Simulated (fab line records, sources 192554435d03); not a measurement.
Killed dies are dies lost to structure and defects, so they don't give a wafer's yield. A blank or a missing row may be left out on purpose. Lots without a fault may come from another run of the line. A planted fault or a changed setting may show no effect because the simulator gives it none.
fab line records | flow n5_finfet
record lots=6 wafers=18 last_day=17
route steps=1938 shown BEOL_M10@1514 PASSIVATION@1936
lots that met no fault: from a run of the same line without faults
start_h: hours from the record's first day to the start of the lot's first wafer shown | wait_h: hours since the lot's step before | " the same as in the row above | L1.1+2: a row that stands for several wafers | - no value, or no start given | * or withheld: withheld | < > ~ a bound
route shown NAME@n: a module of which the file shows steps, and the number in the route of the first | usual: mean/standard deviation of fault-free wafers | same: alike in all rows | chamber/n: place in a boat | sites: the reading at each site | _std_site: their standard deviation | _edge_site: outer sites' mean less inner sites' | radius_mm: how far each site lies from the wafer's centre | mask NAME#n: copy n | behind: the tool/chamber that last shaped the wafer | hold: why the lot was held/for how many hours/how that ended | device: the transistor (n, p or np) that didn't switch | end of line: the same wafers' tests at the end of the route | a step without rows: its recipe alone | killed: dies lost to structure and defects at the first sort, not the wafer's yield | map: a wafer's dies, x killed, . not, _ none there
set.NAME: the setting as run; set.NAME@STEP: as run at that earlier step | model.NAME: the simulator's own value behind a step, which no gauge read
lots at some steps of the route; a table a step, a row a wafer
services: from which hour (start_h, from the record's first day; less than 0 if before it) a tool's chamber was out of use, for how many hours, and why
## steps
# step N5_BEOL_M10_STRIP_77
# recipe chemistry=N2/H2 time_s=10 power_w=450 temp_c=40 pressure_mtorr=20 rf_frequency_hz=6e+07 bias_power_w=7 n2_flow_sccm=200 h2_flow_sccm=200
# usual drypump_motor_current_A=5.6/0.41 oes_product_au=0.81/0.086 rf_vpp_V=59.2/0.91 showerhead_plenum_p_Torr=2.56/0.099 throttle_valve_pct=23.5/0.51
# columns lot.wafer tool chamber start_h wait_h drypump_motor_current_A oes_product_au rf_hours_counter_h rf_vpp_V showerhead_plenum_p_Torr throttle_valve_pct
L560.2 rie_diel-01 3 - - 5.6 0.76 124 58.1 2.54 23.0
L560.3 " 2 " " 5.9 0.94 12 59.4 2.68 23.3
L560.4 " 1 " " 5.0 0.67 238 59.7 2.62 24.7
L563.2 rie_diel-03 1 - - 5.0 0.91 19 59.4 2.72 23.6
L563.3 " 0 " " 5.5 0.72 203 58.6 2.41 24.5
L563.6 " 0 " " 5.5 0.72 - 58.7 2.41 24.5
L565.1 rie_diel-01 3 - - 5.6 0.75 137 60.2 2.53 23.1
L565.4 " 2 " " 5.9 0.91 - 60.0 2.68 23.3
L565.5 " 0 " " 5.8 0.88 - 60.4 2.58 23.8
L566.1 rie_diel-03 3 - - 5.4 0.76 115 59.7 2.64 23.2
L566.2 " 2 " " 6.0 0.84 68 59.7 2.66 23.0
L566.4 " 3 " " 5.4 0.76 - 59.8 2.64 23.2
L567.2 rie_diel-03 0 - - 5.5 0.71 215 59.0 2.41 24.5
L567.4 " 2 " " 6.0 0.84 71 59.4 2.66 23.0
L567.5 " 3 " " 5.4 0.77 - 59.6 2.64 23.2
L577.1 rie_diel-01 1 - - 5.0 0.90 25 58.9 2.60 24.2
L577.3 " 3 " " 5.6 0.71 171 58.1 2.52 23.1
L577.4 " 0 " " 5.8 0.83 71 59.7 2.56 23.9
# step N5_BEOL_M10_OCD_MEAS_38
# usual trench_depth_nm=149/3.8
# columns lot.wafer tool chamber start_h wait_h trench_depth_nm
L560.2 ocd-02 - 219.53 - 148
L560.3 " - " " 152
L560.4 " - " " 146
L563.2 ocd-01 - 237.03 - 154
L563.3 " - " " 146
L563.6 " - " " 147
L565.1 ocd-02 - 257.48 - 147
L565.4 " - " " 150
L565.5 " - " " 148
L566.1 ocd-01 - 263.69 - 143
L566.2 " - " " 154
L566.4 " - " " 143
L567.2 ocd-02 - 272.68 - 146
L567.4 " - " " 155
L567.5 " - " " 143
L577.1 ocd-02 - 343.49 - 153
L577.3 " - " " 144
L577.4 " - " " 148
# step N5_BEOL_M10_HM_STRIP_39
# recipe chemistry=peroxide_tin_strip material=TiN target_depth_a=250 temp_c=50 time_s=158
# step N5_BEOL_M10_SRD_40
# recipe time_s=30 temp_c=23 rinse_liquid=diw dry=ipa_marangoni
# step N5_BEOL_M10_PRECLEAN_42
# recipe chemistry=residue_remover time_s=60 temp_c=40
# step N5_BEOL_M10_SRD_43
# recipe time_s=30 temp_c=23 rinse_liquid=diw dry=ipa_marangoni
# step N5_BEOL_M10_CD_MEAS_35
# recipe target_cd_nm=70 polarity=opening
# usual cd_nm=70.2/0.87
# columns lot.wafer tool chamber start_h wait_h cd_nm
L560.2 cd_sem-02 - 219.68 0.0 70.4
L560.3 " - " " 71.9
L560.4 " - " " 70.1
L563.2 cd_sem-02 - 237.18 0.0 69.7
L563.3 " - " " 69.6
L563.6 " - " " 69.5
L565.1 cd_sem-01 - 257.64 0.0 70.2
L565.4 " - " " 70.1
L565.5 " - " " 70.5
L566.1 cd_sem-02 - 263.85 0.0 70.2
L566.2 " - " " 70.2
L566.4 " - " " 71.0
L567.2 cd_sem-03 - 272.83 0.0 69.9
L567.4 " - " " 69.1
L567.5 " - " " 69.3
L577.1 cd_sem-01 - 343.64 0.0 70.2
L577.3 " - " " 70.5
L577.4 " - " " 71.0
# step N5_BEOL_M10_CURE_72
# recipe temp_c=370 time_s=120 ambient=DMADMS/He material=SiCOH_lowk
# usual lamp_power_pct=52.32/0.05 wafer_temp_C_max=371.8/0.72
# columns lot.wafer tool chamber start_h wait_h lamp_power_pct wafer_temp_C_max
L560.2 uv_cure-01 2 219.82 0.1 52.29 372.5
L560.3 " 2 " " 52.30 374.0
L560.4 " 2 " " 52.33 372.0
L563.2 uv_cure-01 1 237.27 0.1 52.33 371.1
L563.3 " 1 " " 52.30 371.1
L563.6 " 1 " " 52.35 370.6
L565.1 uv_cure-02 0 257.69 0.0 52.41 372.8
L565.4 " 0 " " 52.41 373.3
L565.5 " 0 " " 52.38 373.4
L566.1 uv_cure-03 2 264.04 0.2 52.33 371.8
L566.2 " 2 " " 52.35 371.2
L566.4 " 2 " " 52.33 371.4
L567.2 uv_cure-02 1 273.18 0.4 52.44 371.9
L567.4 " 1 " " 52.34 371.5
L567.5 " 1 " " 52.24 371.6
L577.1 uv_cure-03 2 343.74 0.1 52.32 371.0
L577.3 " 2 " " 52.28 370.9
L577.4 " 2 " " 52.33 371.7
# step N5_BEOL_M10_DEGAS_44
# recipe ambient=vacuum temp_c=250 time_s=60
# usual heater_power_w=325/33
# columns lot.wafer tool chamber start_h wait_h heater_power_w
L560.2 pvd_sputter-02 - 220.44 0.5 338
L560.3 " - " " 349
L560.4 " - " " 325
L563.2 pvd_sputter-02 - 239.18 1.9 349
L563.3 " - " " 332
L563.6 " - " " 347
L565.1 pvd_sputter-01 - 258.43 0.6 325
L565.4 " - " " 345
L565.5 " - " " 324
L566.1 pvd_sputter-03 - 264.43 0.3 372
L566.2 " - " " 286
L566.4 " - " " 276
L567.2 pvd_sputter-03 - 273.46 0.2 279
L567.4 " - " " 383
L567.5 " - " " 387
L577.1 pvd_sputter-03 - 344.10 0.3 275
L577.3 " - " " 384
L577.4 " - " " 322
# step N5_BEOL_M10_PRE_CLEAN_45
# recipe gas=H2/He time_s=30 temp_c=250
# usual heater_power_w=325/33
# columns lot.wafer tool chamber start_h wait_h heater_power_w
L560.2 pvd_sputter-02 - 220.48 0.0 332
L560.3 " - " " 352
L560.4 " - " " 328
L563.2 pvd_sputter-02 - 239.22 0.0 355
L563.3 " - " " 335
L563.6 " - " " 346
L565.1 pvd_sputter-01 - 258.47 0.0 320
L565.4 " - " " 350
L565.5 " - " " 322
L566.1 pvd_sputter-03 - 264.47 0.0 375
L566.2 " - " " 294
L566.4 " - " " 276
L567.2 pvd_sputter-03 - 273.50 0.0 274
L567.4 " - " " 369
L567.5 " - " " 369
L577.1 pvd_sputter-03 - 344.14 0.0 283
L577.3 " - " " 377
L577.4 " - " " 318
# step N5_BEOL_M10_ALD_74
# recipe material=TaN target_thk_a=20 temp_c=275 ald_precursor_family=PDMAT ald_co_reactant=NH3 pressure_torr=3 carrier_flow_sccm=1500 pulse_time_s=2 purge_time_s=3 co_reactant_purge_time_s=2 co_reactant_pulse_time_s=3 ald_cycles=40 precursor_vessel_temp_c=75 precursor_vessel_pressure_torr=26.25 precursor_vessel_carrier_sccm=1000
# step N5_BEOL_M10_SURFACE_TREAT_76
# recipe gas=Ar time_s=* ion_energy_ev=* ion_current_ma_cm2=0.5 pressure_mtorr=* ar_flow_sccm=30
# step N5_BEOL_M10_CVD_75
# recipe material=Co target_thk_a=20 temp_c=withheld precursor=CCTBA/H2 pressure_torr=30 time_s=138.9
# usual chamber_pressure_Torr=30.00/0.063 run_length_s=161.9/0.65
# columns lot.wafer tool chamber start_h wait_h chamber_pressure_Torr run_length_s
L560.2 cvd_co-01 1 221.24 0.4 30.05 162.1
L560.3 " 0 " " 29.97 161.9
L560.4 " 2 " " 30.10 161.9
L563.2 cvd_co-02 0 239.66 0.0 30.01 162.9
L563.3 " 2 " " 30.05 162.1
L563.6 " 1 " " 29.97 161.4
L565.1 cvd_co-02 2 259.19 0.3 30.00 161.5
L565.4 " 1 " " 30.10 280.0
L565.5 " 2 " " 30.02 161.6
L566.1 cvd_co-02 2 265.17 0.3 29.93 162.2
L566.2 " 0 " " 29.98 281.7
L566.4 " 1 " " 29.95 279.5
L567.2 cvd_co-01 2 274.03 0.1 30.14 162.5
L567.4 " 2 " " 30.09 162.1
L567.5 " 1 " " 30.03 161.9
L577.1 cvd_co-01 0 344.76 0.0 30.00 161.7
L577.3 " 0 " " 29.98 161.8
L577.4 " 2 " " 30.03 162.5
# step N5_BEOL_M10_SPUTTER_48
# recipe material=Cu target_thk_a=120 temp_c=-20 bias_v=60 power_w=26000 chamber_pressure_pa=0.13 time_s=2
# usual substrate_temp_c=-20.00/0.11 throttle_valve_pct=29.9/1.1
# columns lot.wafer tool chamber start_h wait_h substrate_temp_c throttle_valve_pct
L560.2 pvd_sputter-02 - 221.48 0.2 -19.96 31.2
L560.3 " - " " -20.19 29.5
L560.4 " - " " -20.02 28.9
L563.2 pvd_sputter-01 - 239.81 0.1 -20.26 29.8
L563.3 " - " " -20.00 31.0
L563.6 " - " " -19.94 29.7
L565.1 pvd_sputter-01 - 259.73 0.5 -20.01 29.9
L565.4 " - " " -20.07 29.9
L565.5 " - " " -20.11 29.6
L566.1 pvd_sputter-03 - 265.49 0.3 -20.13 28.7
L566.2 " - " " -19.97 29.8
L566.4 " - " " -19.91 28.7
L567.2 pvd_sputter-01 - 274.17 0.1 -20.10 31.1
L567.4 " - " " -20.12 30.2
L567.5 " - " " -19.97 31.1
L577.1 pvd_sputter-02 - 345.01 0.2 -20.06 31.4
L577.3 " - " " -20.12 29.7
L577.4 " - " " -19.84 29.9
# step N5_PASSIVATION_PROBE_49
# usual defect_limited_yield=91.0/1.4 killed_at_M0_to_M3=35/10 killed_at_M4_up=14/5.5 killed_at_contacts=13/5.6 killed_at_front_end=41/11 killed_at_other=4/3.4 killed_dies=106/16 killed_open=68/12 killed_short=35/7.3 sort_bin_4_leakage=0.3/2.1 sort_bin_5_function=5.3/0.89 sort_bin_6_memory=3.4/0.67 sort_bin_8_speed=0.01/0.11 sort_n_pass=1070/28 sort_yield_pct=90.7/2.4
# same gross_dies=1180 killed_at_back_side=0
# columns lot.wafer tool chamber start_h wait_h defect_limited_yield[%] killed_at_M0_to_M3 killed_at_M4_up killed_at_contacts killed_at_front_end killed_at_other killed_dies killed_open killed_short sort_bin_4_leakage[%] sort_bin_5_function[%] sort_bin_6_memory[%] sort_bin_8_speed[%] sort_n_pass sort_yield_pct[%]
L560.2 prober-02 - 269.80 0.1 90.5 37 16 10 47 2 112 69 34 0 5.9 3.2 0 1068 90.5
L560.3 prober-02 - 269.85 0.1 90.6 32 26 11 33 9 111 73 36 0 5.3 3.8 0 1069 90.6
L560.4 prober-02 - 269.90 0.2 91.3 41 17 10 33 2 103 58 38 0.2 5.8 2.6 0 1075 91.1
L563.2 prober-01 - 301.47 0.1 92.0 40 13 6 27 8 94 58 30 0 4.8 2.8 0 1086 92.0
L563.3 prober-01 - 301.52 0.1 91.4 23 14 9 46 9 101 51 42 0 4.8 3.3 0 1079 91.4
L563.6 prober-01 - 301.67 0.3 90.4 37 13 15 41 7 113 76 33 0 5.7 3.6 0 1067 90.4
L565.1 prober-02 - 307.32 0.0 91.2 8 14 15 62 5 104 70 32 0 5.1 3.4 0 1076 91.2
L565.4 prober-02 - 307.47 0.2 92.3 22 7 18 42 2 91 54 28 0 3.6 3.1 0 1089 92.3
L565.5 prober-02 - 307.52 0.2 93.0 14 4 12 46 7 83 46 31 0 4.7 2.1 0 1097 93.0
L566.1 prober-01 - 319.04 0.0 88.1 44 16 11 69 1 141 84 55 0 7.6 4.1 0 1039 88.1
L566.2 prober-01 - 319.09 0.1 90.3 37 13 13 50 1 114 70 42 1.9 5.9 3.1 0 1044 88.5
L566.4 prober-01 - 319.19 0.2 90.6 36 20 12 36 7 111 71 39 2.6 4.7 4.2 0 1038 88.0
L567.2 prober-01 - 320.00 0.1 91.5 39 15 4 31 11 100 58 37 0 5.0 2.9 0 1080 91.5
L567.4 prober-01 - 320.10 0.2 91.9 39 11 11 32 3 96 59 33 0 5.2 2.7 1.36 1068 90.5
L567.5 prober-01 - 320.15 0.2 92.3 43 6 9 26 7 91 54 32 0 4.3 3.1 0 1089 92.3
L577.1 prober-02 - 397.60 0.0 92.5 19 6 18 45 1 89 57 29 0 4.8 2.5 0.08 1090 92.4
L577.3 prober-02 - 397.70 0.1 88.4 56 19 11 42 9 137 94 41 0 5.9 5.3 0 1043 88.4
L577.4 prober-02 - 397.75 0.2 91.9 29 15 12 38 1 95 62 33 0 4.4 3.2 0 1085 91.9
# killed by level:class
L560.2 STI_FIN_REVEAL:geometric_particle:open=13 BEOL_M3:geometric_particle:open=11 BEOL_M4:geometric_particle:open=10 BEOL_M0_SAQP:geometric_particle:short=9 MOL_CONTACT_COAG:geometric_particle:open=7 FIN_SAQP:geometric_particle:short=6 GATE_CUT:geometric_particle:open=6 GATE_CUT:geometric_particle:short=5
L560.3 BEOL_M3:geometric_particle:open=15 STI_FIN_REVEAL:geometric_particle:open=12 BEOL_M4:geometric_particle:open=10 GATE_CUT:geometric_particle:short=7 MOL_CONTACT_COAG:geometric_particle:open=7 BEOL_M3:geometric_particle:short=5 PAD_METAL:geometric_particle:open=5 STI_FIN_REVEAL:geometric_particle:short=4
L560.4 BEOL_M3:geometric_particle:open=12 BEOL_M4:geometric_particle:open=10 STI_FIN_REVEAL:geometric_particle:open=8 MOL_CONTACT_COAG:geometric_particle:open=8 FIN_SAQP:geometric_particle:short=7 BEOL_M0_SAQP:geometric_particle:open=7 BEOL_M0_SAQP:geometric_particle:short=7 BEOL_M3:geometric_particle:short=6
L563.2 BEOL_M0_SAQP:geometric_particle:short=14 BEOL_M0_SAQP:geometric_particle:open=11 STI_FIN_REVEAL:geometric_particle:open=8 DUMMY_GATE:geometric_particle:open=8 BEOL_M2:geometric_particle:open=6 MOL_CONTACT_COAG:geometric_particle:open=5 PAD_METAL:geometric_particle:short=4 BEOL_M4:geometric_particle:open=4
L563.3 FIN_SAQP:geometric_particle:short=12 MOL_CONTACT_COAG:geometric_particle:open=8 STI_FIN_REVEAL:geometric_particle:open=7 BEOL_M0_SAQP:geometric_particle:short=7 DUMMY_GATE:geometric_particle:open=5 BEOL_M0_SAQP:geometric_particle:open=5 BEOL_M5:geometric_particle:open=5 BEOL_M1:geometric_particle:open=4
L563.6 STI_FIN_REVEAL:geometric_particle:open=15 MOL_CONTACT_COAG:geometric_particle:open=13 BEOL_M0_SAQP:geometric_particle:short=9 BEOL_M0_SAQP:geometric_particle:open=8 BEOL_M2:geometric_particle:open=6 BEOL_M3:geometric_particle:open=4 BEOL_M4:geometric_particle:open=4 ILD0:geometric_particle:short=3
L565.1 FIN_SAQP:geometric_particle:short=14 STI_FIN_REVEAL:geometric_particle:open=13 MOL_CONTACT_COAG:geometric_particle:open=13 FIN_SAQP:geometric_particle:open=12 BEOL_M4:geometric_particle:open=6 GATE_CUT:geometric_particle:open=5 STARTING-WAFER:geometric_particle:open=5 DUMMY_GATE:geometric_particle:open=3
L565.4 MOL_CONTACT_COAG:geometric_particle:open=15 BEOL_M0_SAQP:geometric_particle:short=8 FIN_SAQP:geometric_particle:short=7 STI_FIN_REVEAL:geometric_particle:open=7 HKMG_FIN:area_etch=7 BEOL_M2:geometric_particle:open=6 GATE_CUT:geometric_particle:open=6 FIN_SAQP:geometric_particle:open=4
L565.5 MOL_CONTACT_COAG:geometric_particle:open=10 FIN_SAQP:geometric_particle:short=8 STI_FIN_REVEAL:geometric_particle:open=8 GATE_CUT:geometric_particle:short=7 FIN_SAQP:geometric_particle:open=6 GATE_CUT:geometric_particle:open=5 BEOL_M2:geometric_particle:short=4 DUMMY_GATE:geometric_particle:open=3
L566.1 FIN_SAQP:geometric_particle:open=18 BEOL_M0_SAQP:geometric_particle:open=17 FIN_SAQP:geometric_particle:short=16 BEOL_M0_SAQP:geometric_particle:short=15 DUMMY_GATE:geometric_particle:open=10 MOL_CONTACT_COAG:geometric_particle:open=9 GATE_CUT:geometric_particle:short=8 BEOL_M2:geometric_particle:open=8
L566.2 FIN_SAQP:geometric_particle:short=13 MOL_CONTACT_COAG:geometric_particle:open=13 BEOL_M0_SAQP:geometric_particle:short=13 FIN_SAQP:geometric_particle:open=10 BEOL_M0_SAQP:geometric_particle:open=9 GATE_CUT:geometric_particle:short=7 DUMMY_GATE:geometric_particle:open=5 GATE_CUT:geometric_particle:open=5
L566.4 BEOL_M0_SAQP:geometric_particle:short=15 MOL_CONTACT_COAG:geometric_particle:open=12 BEOL_M4:geometric_particle:open=12 FIN_SAQP:geometric_particle:open=8 GATE_CUT:geometric_particle:short=7 BEOL_M0_SAQP:geometric_particle:open=7 GATE_CUT:geometric_particle:open=5 DUMMY_GATE:geometric_particle:open=4
L567.2 STI_FIN_REVEAL:geometric_particle:open=8 BEOL_M1:geometric_particle:open=8 BEOL_M0_SAQP:geometric_particle:short=7 BEOL_M4:geometric_particle:open=7 BEOL_M0_SAQP:geometric_particle:open=6 BEOL_M3:geometric_particle:open=6 FIN_SAQP:geometric_particle:open=5 STARTING-WAFER:geometric_particle:short=5
L567.4 BEOL_M0_SAQP:geometric_particle:short=15 BEOL_M0_SAQP:geometric_particle:open=13 MOL_CONTACT_COAG:geometric_particle:open=9 FIN_SAQP:geometric_particle:open=7 BEOL_M4:geometric_particle:open=6 FIN_SAQP:geometric_particle:short=5 BEOL_M1:geometric_particle:open=4 STARTING-WAFER:geometric_particle:open=4
L567.5 BEOL_M0_SAQP:geometric_particle:open=12 BEOL_M0_SAQP:geometric_particle:short=10 MOL_CONTACT_COAG:geometric_particle:open=7 BEOL_M0:geometric_particle:open=6 FIN_SAQP:geometric_particle:short=5 PASS1_CAP:geometric_particle:short=5 BEOL_M1:geometric_particle:open=5 BEOL_M3:geometric_particle:open=5
L577.1 MOL_CONTACT_COAG:geometric_particle:open=13 FIN_SAQP:geometric_particle:open=9 STI_FIN_REVEAL:geometric_particle:open=8 DUMMY_GATE:geometric_particle:open=6 BEOL_M0_SAQP:geometric_particle:short=6 FIN_SAQP:geometric_particle:short=5 GATE_CUT:geometric_particle:short=5 MOL_CONTACT_COAG:geometric_particle:short=4
L577.3 BEOL_M1:geometric_particle:open=12 BEOL_M0_SAQP:geometric_particle:open=10 BEOL_M3:geometric_particle:open=10 FIN_SAQP:geometric_particle:open=9 MOL_CONTACT_COAG:geometric_particle:open=9 BEOL_M2:geometric_particle:open=9 BEOL_M0_SAQP:geometric_particle:short=8 DUMMY_GATE:geometric_particle:open=8
L577.4 BEOL_M0_SAQP:geometric_particle:open=9 BEOL_M0_SAQP:geometric_particle:short=8 GATE_CUT:geometric_particle:short=7 MOL_CONTACT_COAG:geometric_particle:open=7 FIN_SAQP:geometric_particle:open=6 STI_FIN_REVEAL:geometric_particle:open=6 BEOL_M4:geometric_particle:open=6 MOL_CONTACT_COAG:geometric_particle:short=5
## services
# columns tool chamber start_h hours kind
uv_cure-01 - 205.79 7.5 pm
uv_cure-03 - 225.12 2.8 pm
rie_diel-01 3 233.35 4.4 repair
uv_cure-03 - 247.76 1.0 pm
rie_diel-01 1 255.78 - clean
rie_diel-01 1 255.78 - consumable_replace:focus_ring
rie_diel-01 1 255.78 26.3 scheduled_down
rie_diel-01 1 255.78 26.3 vent_cycle
rie_diel-03 1 260.43 9.6 repair
rie_diel-03 3 273.20 6.0 repair
cvd_co-02 - 302.30 0.5 repair
cvd_co-01 - 305.44 6.9 pm
uv_cure-01 - 315.48 1.0 pm
rie_diel-03 1 316.51 4.1 repair
pvd_sputter-03 - 316.53 4.6 repair
uv_cure-01 - 331.95 24.9 pm
cvd_co-01 1 333.33 - clean
cvd_co-01 1 333.33 22.0 scheduled_down
cvd_co-01 1 333.33 22.0 vent_cycle
rie_diel-03 2 343.20 4.2 repair
## key
first_sign step=N5_BEOL_M10_CVD_75 reading=run_length_s direction=up sigmas=99+ usual=* struck=*
effect none on later readings
met_at N5_BEOL_M10_CVD_75
struck_wafers L565.4,L566.2,L566.4
onset_between 239.66 259.19
fault kind=process_parameter_drift tool=cvd_co-02 chamber=- onset_h=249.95 steps=N5_BEOL_M10_CVD_75 channel=time_s offset=* shape=step end_h=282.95 scope=struck_wafers_only acts_in=* stated=*
